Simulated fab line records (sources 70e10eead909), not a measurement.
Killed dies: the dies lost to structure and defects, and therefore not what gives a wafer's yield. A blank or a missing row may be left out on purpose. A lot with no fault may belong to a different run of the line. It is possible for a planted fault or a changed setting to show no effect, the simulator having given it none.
fab line records ; flow nand_harc ; part 2 of 2: steps 4 to 6 of 6
record lots=24; wafers=72; last_day=25
route steps=1159 shown P_ZERO_WELL@61 P_GATE@157 P_CONTACT@218
lots that met no fault: from a run of the same line without faults
start_h: the number of hours between the record's first day and the start of the first shown wafer of the lot ; wait_h: hours elapsed since this lot's preceding step ; " identical to the entry in the row above ; L1.1+2: several wafers, shown together as one row ; - either no value or no given start ; * or withheld: withheld ; < > ~ a bound
route shown NAME@n: names a module that has steps shown in the file, with the first one's number in the route ; usual: the fault-free wafers' mean and standard deviation ; same: alike in all rows ; chamber/n: place in a boat ; sites: each site's reading ; _std_site: standard deviation across them ; _edge_site: the outer-site mean with the inner-site mean subtracted ; radius_mm: for every site, how far away it sits from the centre of the wafer ; mask NAME#n: copy n ; behind: the most recent tool/chamber to have shaped the wafer ; hold: what put the lot on hold/how long, in hours/how the hold closed ; device: which transistor (n, p or np) failed to switch ; end of line: tests of these same wafers at the route's end ; a step with no rows: only its recipe ; killed: dies that structure and defects cost at the first sort, which is not the same as the wafer's yield ; map: shows each die of a wafer: x if killed, . if not, _ if none is there
set.NAME: setting as actually run; set.NAME@STEP: the setting as run at that earlier step ; model.NAME: the simulator's own value behind a step, which no gauge read
steps of the route over a sample of lots; a table a step, a row a wafer
services: a tool's chamber out of use, with start hour (start_h, from the record's first day; less than 0 if before it), hours out, and reason
## steps
# step NHARC_P_CONTACT_DEP_00
# recipe target_thk_a=5000; temp_c=400; pressure_torr=6.5; rf_w=900; teos_flow_sccm=161.4; flow_sccm=2650; target_thk_nm=500; gas=O2; material=SiO2
# usual heater_power_w=570/63; susceptor_temp_C=399.99/0.23; throttle_valve_pct=16.0/0.41
lot.wafer;tool;chamber;start_h;wait_h;heater_power_w;susceptor_temp_C;throttle_valve_pct
L074.1;pecvd-01;0;-;-;570;400.30;16.4
L074.2;pecvd-01;2;-;-;612;400.03;15.7
L074.5;pecvd-01;0;-;-;607;400.21;16.6
L075.1;pecvd-01;2;-;-;534;400.16;16.1
L075.2;pecvd-01;1;-;-;617;400.02;16.0
L075.4;pecvd-01;2;-;-;571;399.72;15.7
L076.1;pecvd-01;0;-;-;603;399.74;16.6
L076.5;pecvd-01;2;-;-;576;400.07;15.8
L076.6;pecvd-01;0;-;-;464;399.99;16.5
L077.1;pecvd-03;0;-;-;518;399.66;15.3
L077.3;pecvd-03;1;-;-;574;400.35;16.1
L077.6;pecvd-03;1;-;-;596;399.94;16.1
L079.1;pecvd-03;1;-;-;560;399.94;16.0
L079.6;pecvd-03;0;-;-;528;400.48;15.4
L079.4;pecvd-03;2;-;-;650;400.01;15.5
L078.3;pecvd-04;2;-;-;583;400.26;15.7
L078.4;pecvd-04;2;-;-;592;399.92;15.7
L078.5;pecvd-04;0;-;-;662;400.11;16.5
L081.2;pecvd-04;0;-;-;710;400.01;16.4
L081.3;pecvd-04;1;-;-;478;399.94;15.5
L081.4;pecvd-04;0;-;-;538;399.92;16.5
L082.2;pecvd-03;2;-;-;528;400.10;15.7
L082.3;pecvd-03;1;-;-;520;399.71;16.0
L082.5;pecvd-03;1;-;-;556;399.48;16.2
L080.1;pecvd-01;1;-;-;528;400.01;16.1
L080.6;pecvd-01;0;-;-;580;399.86;16.7
L080.5;pecvd-01;1;-;-;561;400.34;15.9
L083.2;pecvd-01;0;-;-;487;399.67;16.6
L083.3;pecvd-01;1;-;-;557;399.84;16.2
L083.5;pecvd-01;0;-;-;515;399.72;16.6
L084.1;pecvd-01;1;-;-;519;400.36;16.2
L084.6;pecvd-01;1;-;-;553;399.94;16.3
L084.4;pecvd-01;2;-;-;536;400.24;16.1
L086.1;pecvd-04;2;-;-;580;399.86;16.1
L086.5;pecvd-04;2;-;-;595;399.96;16.0
L086.6;pecvd-04;0;-;-;647;400.35;16.6
L085.3;pecvd-01;1;-;-;604;399.85;16.3
L085.2;pecvd-01;0;-;-;479;399.95;16.9
L085.6;pecvd-01;1;-;-;466;399.76;16.3
L087.3;pecvd-04;2;-;-;590;399.98;15.7
L087.1;pecvd-04;0;-;-;611;399.69;16.6
L087.5;pecvd-04;0;-;-;637;399.55;16.8
L088.3;pecvd-04;2;-;-;602;399.93;15.8
L088.5;pecvd-04;1;-;-;558;399.79;15.6
L088.6;pecvd-04;2;-;-;457;400.02;15.7
L089.3;pecvd-01;2;-;-;516;400.38;16.1
L089.1;pecvd-01;0;-;-;523;400.23;16.8
L089.6;pecvd-01;0;-;-;573;400.41;16.8
L090.1;pecvd-03;1;-;-;622;399.64;16.3
L090.2;pecvd-03;2;-;-;550;400.05;15.4
L090.6;pecvd-03;0;-;-;462;400.28;15.4
L091.3;pecvd-01;2;-;-;578;399.76;16.0
L091.1;pecvd-01;1;-;-;605;399.88;16.1
L091.4;pecvd-01;2;-;-;597;400.29;16.0
L093.4;pecvd-03;1;-;-;651;400.30;16.2
L093.5;pecvd-03;2;-;-;512;400.04;15.6
L093.6;pecvd-03;0;-;-;531;399.88;15.8
L092.2;pecvd-04;0;-;-;628;399.49;15.7
L092.4;pecvd-04;1;-;-;501;400.24;15.7
L092.5;pecvd-04;0;-;-;677;399.85;15.8
L095.2;pecvd-03;0;-;-;488;399.98;15.4
L095.1;pecvd-03;1;-;-;620;399.86;16.3
L095.4;pecvd-03;2;-;-;518;399.77;15.8
L094.3;pecvd-04;0;-;-;683;399.94;15.8
L094.5;pecvd-04;0;-;-;691;400.20;15.8
L094.4;pecvd-04;1;-;-;573;399.75;15.7
L096.3;pecvd-03;0;-;-;521;399.72;15.6
L096.5;pecvd-03;0;-;-;385;399.99;15.4
L096.6;pecvd-03;1;-;-;659;400.38;16.4
L097.1;pecvd-04;1;-;-;637;400.26;16.0
L097.5;pecvd-04;0;-;-;624;399.78;15.9
L097.6;pecvd-04;1;-;-;667;400.22;15.6
# step NHARC_P_CONTACT_INSPECT_14
# usual raw_defect_count=3.7/2.1
lot.wafer;tool;chamber;start_h;wait_h;raw_defect_count
L074.1;defect_inspect-02;-;114.16;0.0;3
L074.2;defect_inspect-02;-;114.16;0.0;5
L074.5;defect_inspect-02;-;114.16;0.0;0
L075.1;defect_inspect-02;-;115.32;0.0;2
L075.2;defect_inspect-02;-;115.32;0.0;1
L075.4;defect_inspect-02;-;115.32;0.0;4
L076.1;defect_inspect-01;-;128.03;0.0;5
L076.5;defect_inspect-01;-;128.03;0.0;7
L076.6;defect_inspect-01;-;128.03;0.0;3
L077.1;defect_inspect-02;-;129.31;0.0;2
L077.3;defect_inspect-02;-;129.31;0.0;5
L077.6;defect_inspect-02;-;129.31;0.0;6
L079.1;defect_inspect-01;-;134.46;0.0;4
L079.4;defect_inspect-01;-;134.46;0.0;2
L079.6;defect_inspect-01;-;134.46;0.0;5
L078.3;defect_inspect-02;-;135.28;0.0;5
L078.4;defect_inspect-02;-;135.28;0.0;5
L078.5;defect_inspect-02;-;135.28;0.0;6
L081.2;defect_inspect-01;-;152.53;0.0;7
L081.3;defect_inspect-01;-;152.53;0.0;8
L081.4;defect_inspect-01;-;152.53;0.0;4
L082.2;defect_inspect-01;-;152.77;0.0;7
L082.3;defect_inspect-01;-;152.77;0.0;9
L082.5;defect_inspect-01;-;152.77;0.0;5
L080.1;defect_inspect-02;-;153.48;0.0;2
L080.5;defect_inspect-02;-;153.48;0.0;3
L080.6;defect_inspect-02;-;153.48;0.0;4
L083.2;defect_inspect-02;-;163.48;0.0;3
L083.3;defect_inspect-02;-;163.48;0.0;1
L083.5;defect_inspect-02;-;163.48;0.0;1
L084.1;defect_inspect-02;-;164.71;0.0;3
L084.4;defect_inspect-02;-;164.71;0.0;6
L084.6;defect_inspect-02;-;164.71;0.0;5
L086.1;defect_inspect-02;-;188.70;0.0;0
L086.5;defect_inspect-02;-;188.70;0.0;2
L086.6;defect_inspect-02;-;188.70;0.0;3
L085.2;defect_inspect-02;-;189.61;0.0;1
L085.3;defect_inspect-02;-;189.61;0.0;2
L085.6;defect_inspect-02;-;189.61;0.0;2
L087.1;defect_inspect-01;-;190.61;0.0;1
L087.3;defect_inspect-01;-;190.61;0.0;2
L087.5;defect_inspect-01;-;190.61;0.0;1
L088.3;defect_inspect-02;-;195.37;0.0;1
L088.5;defect_inspect-02;-;195.37;0.0;2
L088.6;defect_inspect-02;-;195.37;0.0;3
L089.1;defect_inspect-01;-;200.54;0.0;5
L089.3;defect_inspect-01;-;200.54;0.0;1
L089.6;defect_inspect-01;-;200.54;0.0;1
L090.1;defect_inspect-01;-;208.44;0.0;6
L090.2;defect_inspect-01;-;208.44;0.0;10
L090.6;defect_inspect-01;-;208.44;0.0;9
L091.1;defect_inspect-02;-;213.79;0.0;2
L091.3;defect_inspect-02;-;213.79;0.0;3
L091.4;defect_inspect-02;-;213.79;0.0;5
L093.4;defect_inspect-02;-;218.72;0.0;6
L093.5;defect_inspect-02;-;218.72;0.0;4
L093.6;defect_inspect-02;-;218.72;0.0;5
L092.2;defect_inspect-02;-;219.74;0.0;7
L092.4;defect_inspect-02;-;219.74;0.0;5
L092.5;defect_inspect-02;-;219.74;0.0;6
L095.1;defect_inspect-01;-;236.16;0.0;1
L095.2;defect_inspect-01;-;236.16;0.0;3
L095.4;defect_inspect-01;-;236.16;0.0;1
L094.3;defect_inspect-01;-;236.74;0.0;4
L094.4;defect_inspect-01;-;236.74;0.0;7
L094.5;defect_inspect-01;-;236.74;0.0;3
L096.3;defect_inspect-01;-;243.32;0.0;2
L096.5;defect_inspect-01;-;243.32;0.0;5
L096.6;defect_inspect-01;-;243.32;0.0;2
L097.1;defect_inspect-02;-;243.89;0.0;8
L097.5;defect_inspect-02;-;243.89;0.0;4
L097.6;defect_inspect-02;-;243.89;0.0;2
# step NHARC_P_CONTACT_ETCH_31
# recipe target_depth_a=300; time_s=85.7; ion_energy_ev=120; over_etch_frac=1; ch3f_flow_sccm=50; o2_flow_sccm=30; ar_flow_sccm=200; rf_w=500; bias_w=100; chemistry=CH3F/O2
# usual drypump_motor_current_A=5.6/0.48; oes_product_au=0.983/0.011; rf_vpp_V=244.2/1.5; showerhead_plenum_p_Torr=2.46/0.093; throttle_valve_pct=20.664/0.0096
lot.wafer;tool;chamber;start_h;wait_h;drypump_motor_current_A;oes_product_au;rf_hours_counter_h;rf_vpp_V;showerhead_plenum_p_Torr;throttle_valve_pct
L074.1;rie_diel-01;3;-;-;5.2;0.970;14;244.7;2.52;20.659
L074.2;rie_diel-01;0;-;-;5.5;0.978;16;244.6;2.47;20.673
L074.5;rie_diel-01;0;-;-;5.5;0.975;-;244.0;2.47;20.664
L075.1;rie_diel-12;3;-;-;5.2;0.992;32;245.8;2.61;20.654
L075.4;rie_diel-12;0;-;-;5.6;0.996;31;244.9;2.42;20.669
L075.2;rie_diel-12;2;-;-;5.6;0.974;32;246.8;2.65;20.651
L076.1;rie_diel-11;2;-;-;5.8;0.991;10;244.9;2.43;20.670
L076.5;rie_diel-11;1;-;-;5.0;0.980;-;246.7;2.59;20.673
L076.6;rie_diel-11;2;-;-;5.8;0.978;-;244.4;2.43;20.672
L077.1;rie_diel-11;0;-;-;6.5;0.986;11;242.1;2.34;20.657
L077.3;rie_diel-11;1;-;-;5.0;0.981;10;246.1;2.59;20.682
L077.6;rie_diel-11;3;-;-;6.2;0.961;-;241.2;2.34;20.676
L079.1;rie_diel-11;2;-;-;5.9;0.984;11;244.3;2.43;20.655
L079.4;rie_diel-11;0;-;-;6.5;0.975;11;241.9;2.34;20.652
L079.6;rie_diel-11;2;-;-;5.8;0.987;-;243.0;2.43;20.668
L078.3;rie_diel-01;3;-;-;5.2;0.982;16;246.3;2.52;20.678
L078.4;rie_diel-01;0;-;-;5.5;0.980;18;243.0;2.47;20.661
L078.5;rie_diel-01;2;-;-;5.5;0.980;-;245.3;2.51;20.660
L081.3;rie_diel-11;3;-;-;6.2;0.978;13;243.0;2.34;20.664
L081.2;rie_diel-11;1;-;-;5.0;0.992;12;247.5;2.59;20.661
L081.4;rie_diel-11;2;-;-;5.8;0.988;12;244.6;2.43;20.678
L082.3;rie_diel-01;2;-;-;5.5;0.982;1;244.3;2.51;20.677
L082.2;rie_diel-01;3;-;-;5.2;0.988;1;245.4;2.52;20.669
L082.5;rie_diel-01;1;-;-;5.1;0.990;-;242.6;2.38;20.652
L080.1;rie_diel-11;1;-;-;5.0;0.968;13;245.5;2.59;20.674
L080.5;rie_diel-11;0;-;-;6.5;0.983;-;242.8;2.34;20.678
L080.6;rie_diel-11;1;-;-;5.0;0.961;-;246.5;2.59;20.666
L083.3;rie_diel-01;3;-;-;5.2;0.979;2;244.8;2.52;20.657
L083.2;rie_diel-01;2;-;-;5.5;0.985;2;244.7;2.51;20.656
L083.5;rie_diel-01;0;-;-;5.5;0.973;-;245.7;2.47;20.664
L084.4;rie_diel-01;3;-;-;5.2;0.997;2;245.4;2.52;20.650
L084.1;rie_diel-01;0;-;-;5.5;0.993;3;243.3;2.47;20.659
L084.6;rie_diel-01;1;-;-;5.1;0.991;-;242.1;2.38;20.659
L086.1;rie_diel-12;0;189.53;-;5.6;0.991;59;245.0;2.41;20.677
L086.6;rie_diel-12;0;189.53;-;5.6;0.989;-;244.0;2.41;20.656
L086.5;rie_diel-12;1;189.53;-;6.0;0.997;-;242.3;2.42;20.652
L085.2;rie_diel-01;3;-;-;5.2;0.999;5;245.3;2.52;20.640
L085.3;rie_diel-01;0;-;-;5.5;0.995;6;243.6;2.47;20.657
L085.6;rie_diel-01;2;-;-;5.5;1.009;-;245.0;2.51;20.675
L087.1;rie_diel-12;2;-;-;5.6;0.963;61;247.7;2.64;20.671
L087.3;rie_diel-12;0;-;-;5.6;0.977;60;242.1;2.41;20.666
L087.5;rie_diel-12;3;-;-;5.2;0.964;-;245.8;2.60;20.666
L088.3;rie_diel-12;3;-;-;5.2;0.982;61;247.5;2.60;20.660
L088.5;rie_diel-12;3;-;-;5.2;0.973;-;245.7;2.60;20.637
L088.6;rie_diel-12;0;-;-;5.6;0.995;-;243.5;2.40;20.673
L089.3;rie_diel-11;1;-;-;5.0;0.986;1;245.7;2.59;20.674
L089.1;rie_diel-11;0;-;-;6.5;0.985;1;242.8;2.34;20.662
L089.6;rie_diel-11;2;-;-;5.8;0.979;-;244.5;2.43;20.672
L090.1;rie_diel-01;0;-;-;5.5;0.978;8;243.5;2.47;20.651
L090.2;rie_diel-01;1;-;-;5.1;0.984;7;243.7;2.37;20.657
L090.6;rie_diel-01;0;-;-;5.5;0.987;-;244.1;2.47;20.666
L091.4;rie_diel-11;3;-;-;6.3;0.983;1;243.3;2.34;20.677
L091.1;rie_diel-11;0;-;-;6.5;0.995;2;242.8;2.34;20.668
L091.3;rie_diel-11;1;-;-;5.0;0.977;2;246.0;2.59;20.662
L093.4;rie_diel-11;3;-;-;6.2;0.978;2;243.2;2.34;20.667
L093.5;rie_diel-11;3;-;-;6.2;0.975;-;242.8;2.34;20.660
L093.6;rie_diel-11;0;-;-;6.5;0.988;-;241.6;2.34;20.670
L092.4;rie_diel-11;1;-;-;5.0;0.984;2;245.8;2.59;20.666
L092.2;rie_diel-11;3;-;-;6.2;0.997;2;243.0;2.34;20.657
L092.5;rie_diel-11;1;-;-;5.0;0.984;-;244.5;2.59;20.676
L095.4;rie_diel-01;2;-;-;5.5;1.001;9;243.8;2.50;20.666
L095.2;rie_diel-01;3;-;-;5.2;0.971;10;244.4;2.52;20.658
L095.1;rie_diel-01;0;-;-;5.5;0.983;9;245.7;2.47;20.657
L094.3;rie_diel-11;1;-;-;5.0;0.999;4;245.2;2.59;20.667
L094.4;rie_diel-11;1;-;-;5.0;1.002;-;246.1;2.59;20.664
L094.5;rie_diel-11;2;-;-;5.8;0.990;-;243.5;2.43;20.672
L096.3;rie_diel-11;3;-;-;6.2;0.969;4;242.4;2.34;20.657
L096.5;rie_diel-11;2;-;-;5.8;0.959;-;245.5;2.43;20.673
L096.6;rie_diel-11;3;-;-;6.2;0.970;-;242.7;2.34;20.652
L097.1;rie_diel-01;0;-;-;5.5;0.958;10;244.9;2.47;20.658
L097.5;rie_diel-01;1;-;-;5.1;0.970;-;242.5;2.37;20.667
L097.6;rie_diel-01;2;-;-;5.5;0.972;-;243.9;2.50;20.664
## services
tool;chamber;start_h;hours;kind
rie_diel-11;2;-1.63;7.1;repair
rie_diel-11;-;12.50;9.0;pm
rie_diel-01;3;20.13;10.3;repair
rie_diel-11;-;23.85;0.3;repair
rie_diel-13;0;24.22;5.9;repair
rie_diel-11;0;41.85;2.7;repair
pecvd-01;-;56.47;13.0;pm
rie_diel-13;2;60.79;9.2;repair
rie_diel-13;2;96.32;3.0;repair
rie_diel-13;-;99.03;9.0;pm
pecvd-01;-;106.23;0.7;repair
rie_diel-04;-;111.92;9.0;pm
rie_diel-01;1;112.96;11.6;repair
rie_diel-01;2;120.72;12.2;repair
rie_diel-13;-;121.65;1.4;repair
rie_diel-01;-;137.80;9.0;pm
pecvd-01;0;152.74;3.6;repair
rie_diel-13;-;162.34;0.3;repair
rie_diel-11;1;162.50;7.7;repair
rie_diel-04;3;173.13;4.1;repair
rie_diel-04;2;185.68;6.1;repair
rie_diel-13;0;191.58;1.4;repair
rie_diel-11;3;203.84;4.4;repair
rie_diel-11;0;237.25;3.6;repair
